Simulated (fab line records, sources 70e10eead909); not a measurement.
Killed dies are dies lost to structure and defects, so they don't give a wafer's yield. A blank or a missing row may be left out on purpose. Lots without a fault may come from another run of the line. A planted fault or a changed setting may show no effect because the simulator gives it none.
fab line records | flow nand_harc
record lots=6 wafers=18 last_day=33
route steps=1302 shown A_CHANNEL_FILL_D1@507 A_DECK1_JOINT@518
lots that met no fault: from a run of the same line without faults
start_h: hours from the record's first day to the start of the lot's first wafer shown | wait_h: hours since the lot's step before | " the same as in the row above | L1.1+2: a row that stands for several wafers | - no value, or no start given | * or withheld: withheld | < > ~ a bound
route shown NAME@n: a module of which the file shows steps, and the number in the route of the first | usual: mean/standard deviation of fault-free wafers | same: alike in all rows | chamber/n: place in a boat | sites: the reading at each site | _std_site: their standard deviation | _edge_site: outer sites' mean less inner sites' | radius_mm: how far each site lies from the wafer's centre | mask NAME#n: copy n | behind: the tool/chamber that last shaped the wafer | hold: why the lot was held/for how many hours/how that ended | device: the transistor (n, p or np) that didn't switch | end of line: the same wafers' tests at the end of the route | a step without rows: its recipe alone | killed: dies lost to structure and defects at the first sort, not the wafer's yield | map: a wafer's dies, x killed, . not, _ none there
set.NAME: the setting as run; set.NAME@STEP: as run at that earlier step | model.NAME: the simulator's own value behind a step, which no gauge read
lots at some steps of the route; a table a step, a row a wafer
services: from which hour (start_h, from the record's first day; less than 0 if before it) a tool's chamber was out of use, for how many hours, and why
## steps
# step NHARC_A_CHANNEL_FILL_D1_ALD_25
# recipe target_thk_a=600 pulse_time_s=10 ald_cycles=600 temp_c=300 material=SiOx
# usual heater_power_w=456/50 precursor_pulse_height_rel=1.005/0.019 susceptor_temp_C=299.98/0.18
# columns lot.wafer tool chamber start_h wait_h heater_power_w precursor_pulse_height_rel susceptor_temp_C
L838.3 ald_hk-03 1 230.97 0.0 531 1.003 299.97
L838.4 " 2 " " 500 1.018 300.49
L838.1 " 0 232.82 1.9 412 1.008 299.85
L840.4 ald_hk-03 2 263.65 1.2 505 1.008 300.12
L840.2 " 3 " " 416 0.986 300.07
L840.6 " 1 265.50 3.0 543 0.982 299.77
L849.1 ald_hk-01 1 338.91 0.1 479 0.979 299.94
L849.3 " 3 340.14 1.3 534 1.008 299.85
L849.6 " 1 341.37 2.5 463 1.015 299.85
L850.2 ald_hk-03 3 371.77 0.7 424 0.998 299.74
L850.6 " 2 373.61 2.5 507 1.008 300.11
L850.5 " 3 " " 408 1.022 299.85
L854.4 ald_hk-03 0 397.97 0.0 419 0.994 -
L854.1 " 1 " " 543 0.998 -
L854.5 " 0 400.39 2.5 418 0.947 -
L859.2 ald_hk-03 0 440.60 0.1 428 1.007 300.03
L859.3 " 1 " " 535 0.988 299.90
L859.5 " 0 443.08 2.5 415 1.006 300.04
# step NHARC_A_CHANNEL_FILL_D1_ETCHBACK_08
# recipe target_depth_a=2200 time_s=110 c4f8_flow_sccm=20 ar_flow_sccm=withheld rf_w=600 bias_w=300 chemistry=C4F8
# usual oes_product_au=0.95/0.031 rf_fwd_power_W=596.7/2 rf_vpp_V=441.5/2.6
# same time_s=110
# columns lot.wafer tool chamber start_h wait_h oes_product_au rf_fwd_power_W rf_hours_counter_h rf_vpp_V
L838.1 rie_diel-03 2 - - 0.93 596.3 6.4 440.2
L838.3 " 3 " " 0.93 595.7 6.1 444.0
L838.4 " 1 " " 0.93 596.5 6.5 444.8
L840.4 rie_diel-01 0 - - 0.93 599.0 3.6 445.7
L840.2 " 1 " " 0.92 597.4 3.5 439.4
L840.6 " 0 " " 0.92 598.1 - 443.1
L849.1 rie_diel-06 1 - - 0.93 596.1 1.5 444.6
L849.3 " 3 " " 0.94 589.6 1.0 439.8
L849.6 " 2 " " 0.93 599.2 - 441.8
L850.2 rie_diel-03 0 - - 0.90 596.7 3.8 437.3
L850.6 " 3 " " 0.93 595.0 - 445.1
L850.5 " 0 " " 0.90 592.2 - 439.3
L854.1 rie_diel-01 3 - - 1.00 598.3 0.8 438.7
L854.4 " 1 " " 0.99 595.6 0.7 438.5
L854.5 " 3 " " 1.00 598.5 - 438.7
L859.3 rie_diel-01 3 - - 0.97 598.7 2.9 438.7
L859.2 " 2 " " 0.97 595.2 2.8 441.8
L859.5 " 3 " " 0.97 596.9 - 437.5
# step NHARC_A_CHANNEL_FILL_D1_STRIP_29
# recipe time_s=20 o2_flow_sccm=500 ar_flow_sccm=0 bias_w=0 chemistry=O2
# usual drypump_motor_current_A=5.66/0.24 mfc_ar_sccm=0.007/0.012 oes_product_au=0.999/0.011 rf_vpp_V=57.8/0.89 showerhead_plenum_p_Torr=3.56/0.13 throttle_valve_pct=17.036/0.0088
# same time_s=20
# columns lot.wafer tool chamber start_h wait_h drypump_motor_current_A mfc_ar_sccm oes_product_au rf_hours_counter_h rf_vpp_V showerhead_plenum_p_Torr throttle_valve_pct
L838.1 rie_diel-03 0 - - 5.70 0 0.998 6.2 56.3 3.40 17.030
L838.3 " 1 " " 5.80 0 1.008 6.5 58.8 3.76 17.036
L838.4 " 2 " " 5.48 0.032 0.998 6.4 58.9 3.53 17.032
L840.4 rie_diel-01 1 - - 5.22 0.005 0.978 3.5 58.2 3.47 17.038
L840.2 " 2 " " 5.50 0.034 1.009 3.5 60.3 3.57 17.023
L840.6 " 1 " " 5.24 0.005 0.977 - 57.4 3.47 17.022
L849.3 rie_diel-06 0 - - 5.56 0 0.973 1.3 58.1 3.41 17.037
L849.1 " 3 " " 5.41 0.001 1.010 1.0 57.4 3.48 17.055
L849.6 " 1 " " 5.83 0.011 0.996 - 59.4 3.74 17.033
L850.2 rie_diel-03 0 - - 5.66 0 0.980 3.9 57.5 3.40 17.030
L850.6 " 3 " " 6.12 0 1.020 - 57.6 3.76 17.039
L850.5 " 0 " " 5.70 0 0.986 - 57.8 3.40 17.031
L854.1 rie_diel-01 3 - - 5.89 0 0.996 0.9 58.3 3.41 17.040
L854.4 " 1 " " 5.23 0.005 0.995 0.7 57.2 3.47 17.039
L854.5 " 2 " " 5.50 0.034 0.992 - 57.0 3.56 17.036
L859.3 rie_diel-01 0 - - 5.82 0 1.003 3.5 57.9 3.73 17.047
L859.2 " 2 " " 5.49 0.034 0.990 2.8 57.3 3.56 17.040
L859.5 " 3 " " 5.90 0 0.991 - 57.2 3.41 17.042
# step NHARC_A_CHANNEL_FILL_D1_PRECLEAN_30
# recipe time_s=30 chemistry=dHF
# step NHARC_A_CHANNEL_FILL_D1_SRD_31
# step NHARC_A_CHANNEL_FILL_D1_CVD_09
# recipe target_thk_a=1500 temp_c=620 pressure_mtorr=200 time_s=3000 material=poly-Si
# step NHARC_A_CHANNEL_FILL_D1_CMP_10
# recipe target_thk_nm=150
# usual motor_current_A=11.9/0.94 time_to_endpoint_s=15.0/2.7
# columns lot.wafer tool chamber start_h wait_h motor_current_A time_to_endpoint_s
L838.3 cmp-01 2 242.41 0.4 12.3 16.2
L838.1 " 3 " " 11.1 20.1
L838.4 " 0 " " 13.6 18.5
L840.4 cmp-02 3 274.57 0.4 12.8 22.0
L840.2 " 0 " " 10.4 16.1
L840.6 " 3 " " 12.3 19.3
L849.1 cmp-04 1 350.35 0.4 13.2 13.2
L849.3 " 0 " " 12.0 12.0
L849.6 " 2 " " 11.4 12.3
L850.2 cmp-02 3 382.56 0.4 12.1 15.8
L850.5 " 2 " " 11.9 13.1
L850.6 " 3 " " 12.6 17.3
L854.1 cmp-02 3 409.15 0.4 12.8 21.1
L854.4 " 1 " " 12.6 18.6
L854.5 " 3 " " 12.0 18.5
L859.3 cmp-02 0 452.00 0.4 10.7 10.7
L859.2 " 1 " " 12.4 18.3
L859.5 " 0 " " 11.0 12.3
# step NHARC_A_CHANNEL_FILL_D1_SRD_12
# step NHARC_A_CHANNEL_FILL_D1_INSPECT_13
# usual raw_defect_count=317/110
# columns lot.wafer tool chamber start_h wait_h raw_defect_count
L838.1 defect_inspect-01 - 242.80 0.0 282
L838.3 " - " " 249
L838.4 " - " " 189
L840.2 defect_inspect-02 - 274.95 0.0 378
L840.4 " - " " 365
L840.6 " - " " 274
L849.1 defect_inspect-02 - 350.76 0.0 272
L849.3 " - " " 258
L849.6 " - " " 239
L850.2 defect_inspect-02 - 382.95 0.0 335
L850.5 " - " " 276
L850.6 " - " " 233
L854.1 defect_inspect-01 - 409.54 0.0 360
L854.4 " - " " 278
L854.5 " - " " 245
L859.2 defect_inspect-01 - 452.39 0.0 147
L859.3 " - " " 337
L859.5 " - " " 265
# step NHARC_A_DECK1_JOINT_ETCHBACK_07
# recipe target_depth_a=1050 time_s=26.9 hbr_flow_sccm=150 rf_w=350 icp_w=350 bias_w=60 chemistry=HBr
# usual drypump_motor_current_A=5.7/0.45 oes_product_au=1.000/0.01 rf_fwd_power_W=343.3/1.7 throttle_valve_pct=23.266/0.0089
# same time_s=26.9
# columns lot.wafer tool chamber start_h wait_h drypump_motor_current_A oes_product_au rf_fwd_power_W rf_hours_counter_h throttle_valve_pct
L838.1 rie_si-03 2 242.86 0.1 5.1 0.998 344.0 0.1 23.269
L838.3 " 3 " " 6.1 1.014 345.0 0.2 23.254
L838.4 " 1 " " 5.8 1.002 344.2 0.1 23.262
L840.4 rie_si-05 2 275.04 0.1 6.2 1.000 345.0 0.7 23.264
L840.2 " 3 " " 5.6 0.992 342.1 0.7 23.264
L840.6 " 1 " " 5.2 1.004 342.0 - 23.260
L849.3 rie_si-03 0 350.84 0.1 5.3 0.918 341.7 0.8 23.266
L849.1 " 2 " " 5.1 1.005 345.5 0.7 23.270
L849.6 " 0 " " 5.3 0.992 342.5 - 23.276
L850.2 rie_si-03 3 383.01 0.1 6.2 1.006 344.1 1.0 23.266
L850.6 " 3 " " 6.2 1.005 343.8 - 23.260
L850.5 " 1 " " 5.8 0.921 344.6 - 23.276
L854.1 rie_si-05 3 409.61 0.1 5.6 1.007 341.2 0.6 23.272
L854.4 " 0 " " 5.2 1.007 344.6 0.6 23.264
L854.5 " 2 " " 6.2 1.020 343.9 - 23.272
L859.2 rie_si-04 0 452.45 0.1 6.4 0.984 344.5 0.7 23.286
L859.3 " 3 " " 6.2 0.998 345.4 0.7 23.276
L859.5 " 0 " " 6.4 0.988 343.8 - 23.259
# step NHARC_A_DECK1_JOINT_ETCH_25
# recipe target_depth_a=5 chemistry=dHF material=SiO2
## services
# columns tool chamber start_h hours kind
ald_hk-03 - 220.18 10.0 pm
rie_si-03 - 221.00 9.0 pm
rie_diel-06 1 227.82 1.7 repair
rie_si-05 3 230.74 5.5 repair
cmp-02 - 232.50 4.0 pm
rie_si-05 1 245.32 2.1 repair
rie_diel-03 - 254.16 1.2 repair
rie_si-03 3 264.32 1.9 repair
cmp-02 - 267.61 1.1 repair
rie_diel-03 - 269.62 1.0 repair
rie_diel-01 2 276.71 2.2 repair
rie_diel-03 - 281.30 9.0 pm
cmp-02 - 330.50 4.0 pm
rie_diel-01 2 364.86 11.0 repair
rie_si-03 2 377.37 6.9 repair
rie_si-03 0 379.58 3.7 repair
rie_diel-01 - 380.80 9.0 pm
rie_diel-01 0 393.14 9.0 repair
rie_si-03 - 398.00 9.0 pm
rie_diel-03 2 404.77 4.4 repair
rie_diel-01 1 409.13 4.7 repair
rie_si-03 3 418.36 5.5 repair
cmp-02 - 428.50 4.0 pm
rie_diel-03 1 444.40 4.3 repair
## key
first_sign step=NHARC_A_DECK1_JOINT_ETCHBACK_07 reading=oes_product_au direction=down sigmas=7.8 usual=1.000 struck=0.920
effect none on later readings
met_at NHARC_A_DECK1_JOINT_ETCHBACK_07
struck_wafers L849.3,L850.5
tester_left_out L849,L850
onset_between 242.86 350.84
fault kind=process_parameter_drift tool=rie_si-03 chamber=- onset_h=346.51 steps=NHARC_A_DECK1_JOINT_ETCHBACK_07 channel=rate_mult offset=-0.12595 shape=step end_h=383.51 scope=struck_wafers_only
# tester_left_out: of these lots the tester's yield and bins aren't shown, on N5 and GAA mostly nor the transistor test; their killed dies are dies lost to structure and defects alone, not to doping, threshold or leakage, so they don't give the yield
